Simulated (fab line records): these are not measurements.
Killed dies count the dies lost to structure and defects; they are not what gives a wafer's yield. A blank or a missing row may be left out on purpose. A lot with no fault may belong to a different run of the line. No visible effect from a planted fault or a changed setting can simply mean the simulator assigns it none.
Chamber matching | flow n5-finfet | 4 sister chambers for N5_BEOL_M4_ETCH_74 on rie-diel-06
The step etches underlayer in N2/H2, target depth 6.5 nm, time 5.2 s. 4 wafers are shown with their chamber, then 10 later ones without.

## WAFERS, EACH WITH ITS CHAMBER
wafer  | chamber | drypump-motor-current-A (A)
L092.6 | 0       | 5.7
L094.3 | 3       | 5.4
L094.4 | 2       | 6.3
L094.5 | 1       | 6.6

## WAFERS WHOSE CHAMBER IS MISSING
wafer  | drypump-motor-current-A (A)
L094.6 | 5.4
L095.2 | 5.7
L095.4 | 5.4
L095.6 | 5.7
L097.1 | 5.8
L097.2 | 6.3
L097.3 | 6.6
L097.4 | 5.4
L097.5 | 6.3
L097.6 | 6.6

## WHICH CHAMBER EACH ONE RAN IN
wafer  | from the rows above | in truth
L094.6 | 3                   | 3
L095.2 | 0                   | 0
L095.4 | 3                   | 3
L095.6 | 0                   | 0
L097.1 | 0                   | 0
L097.2 | 2                   | 2
L097.3 | 1                   | 1
L097.4 | 3                   | 3
L097.5 | 2                   | 2
L097.6 | 1                   | 1
10 of 10 placed correctly. Number that these rows cannot place: 0. Placed wrongly: 0.
How it was worked out, from the rows above alone: a wafer's distance from a chamber is the root of the sum, over the readings, of the square of ((its reading less the chamber's mean) divided by the reading's scatter). If the next closest chamber is less than 2 further off than the closest, the wafer can't be placed; otherwise it belongs to the closest. For every chamber, the mean is computed from those of its wafers that are shown. The scatter: root of mean squared gap, hidden wafer to nearest shown wafer, with one shown wafer a chamber.
